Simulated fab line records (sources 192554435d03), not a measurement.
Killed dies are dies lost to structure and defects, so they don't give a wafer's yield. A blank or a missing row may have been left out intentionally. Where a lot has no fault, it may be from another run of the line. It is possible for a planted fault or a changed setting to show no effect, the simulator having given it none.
One fault through the eyes of 3 desks -- flow n5-finfet -- each desk holds nothing but its own numbers, with what lay behind them at the end

TOOL OWNER'S DESK, implanter-02
The tool's own readings at N5_WELL_APT_IMPLANT_14: means of the sampled wafers that have a number, for each lot that ran on this tool. If a lot's mean is further than 4 standard deviations from the usual mean, the lot is out of limits and carries the mark OUT (the distance appears in the brackets).
Columns: A = dose-ions-cm2 at N5_WELL_APT_IMPLANT_14, usual 1.4997e+13; B = faraday-current-uA at N5_WELL_APT_IMPLANT_14, usual 191
lot,first seen here,A,B
L905,day 1 14:08,1.5019e+13,192
L909,day 2 13:46,1.4991e+13,190
L914,day 3 19:47,8.4840e+12 (-99 or more) OUT,108 (-21) OUT
L916,day 4 08:19,8.4893e+12 (-99 or more) OUT,109 (-21) OUT
L928,day 7 07:47,1.4998e+13,187
This desk's finding: out of limits on L914, L916; first on L914, day 3 19:47 (dose-ions-cm2 at N5_WELL_APT_IMPLANT_14). In limits: L905, L909, L928.

THE DEFECT DESK
Per lot, the means of the sampled wafers with a number show what the inspections along the route counted. If a lot's mean is further than 4 standard deviations from the usual mean, the lot is out of limits and carries the mark OUT (the distance appears in the brackets).
Columns: A = raw-defect-count at N5_WELL_APT_INSPECT_38, usual 14
lot,first seen here,A
L905,day 1 17:05,10
L906,day 1 23:17,15
L908,day 2 10:54,7
L909,day 2 16:44,16
L910,day 2 22:46,16
L914,day 3 22:26,19
L916,day 4 11:34,13
L921,day 5 16:51,12
L923,day 6 04:40,6
L927,day 7 05:30,12
L928,day 7 10:26,15
This desk's verdict: no lot among the 11 shows anything out of limits.

THE METROLOGY DESK
Lot by lot, what the gauges showed, no matter which tool ran the lot: averages of those sampled wafers that carry a number. If a lot's mean is further than 4 standard deviations from the usual mean, the lot is out of limits and carries the mark OUT (the distance appears in the brackets). Of its 13 readings 7 are shown: the one that was out of limits first, and those that lie furthest out on some lot.
Columns: A = cd-nm at N5_WELL_APT_CD_MEAS_08, usual 200.2 nm; B = PMOS_HMC_BLK_OVL at N5_PMOS_HMC_CHANNEL_EPI_OVL_MEAS_10, usual 0.9 nm; C = DIBL_N at N5_BEOL_M4_RC_MEAS_101, usual 35.8 mV/V; D = ION_N at N5_BEOL_M4_RC_MEAS_101, usual 673 uA/um; E = ION_P at N5_BEOL_M4_RC_MEAS_101, usual 462 uA/um; F = RS_NWELL at N5_BEOL_M4_RC_MEAS_101, usual 1036 ohm/sq; G = VT_P at N5_BEOL_M4_RC_MEAS_101, usual -251 mV
lot,first seen here,A,B,C,D,E,F,G
L905,day 1 13:43,200.1,0.3,36.5,676,454,1035,-252
L906,day 1 20:10,201.0,2.2,36.9,683,467,1029,-250
L908,day 2 07:53,202.4,2.0,36.1,677,464,1033,-249
L909,day 2 13:35,199.5,0.5,36.7,673,463,1038,-249
L910,day 2 19:46,200.8,0.8,35.6,661,462,1040,-249
L914,day 3 19:35,199.1,1.5,35.8,673,460,1428 (+63) OUT,-251
L916,day 4 07:47,200.2,-0.1,35.5,665,457,1427 (+63) OUT,-256
L921,day 5 13:54,199.1,0.3,35.3,672,459,1038,-252
L923,day 6 01:41,199.7,1.7,33.2,674,465,1039,-252
L927,day 7 02:02,201.4,1.4,36.1,666,457,1033,-254
L928,day 7 07:34,200.4,0.7,35.9,664,458,1032,-253
This desk's finding: out of limits on L914, L916; first on L914, day 10 15:25 (RS_NWELL at N5_BEOL_M4_RC_MEAS_101). In limits: L905, L906, L908, L909, L910, L921, L923, L927, L928.

ALL TOGETHER
An alarm could have come from the tool owner's desk at day 3 19:47, on L914, L916.
Metrology desk: alarm possible at day 10 15:25 on L914, L916.
The defect desk saw nothing out of limits.
The defect desk has L914, L916 on record, within its limits.
N5_WELL_APT_IMPLANT_14 was run on implanter-02 by each of the lots named.

WHAT WAS PUT IN BY THE SIMULATOR
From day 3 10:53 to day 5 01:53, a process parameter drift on implanter-02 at N5_WELL_APT_IMPLANT_14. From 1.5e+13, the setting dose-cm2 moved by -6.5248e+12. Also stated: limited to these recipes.
Lots struck among those shown: L914, L916.
Delay (hours) between the fault's onset and each desk's first out-of-limits reading: 9 at the tool owner's desk, 173 at the metrology desk.
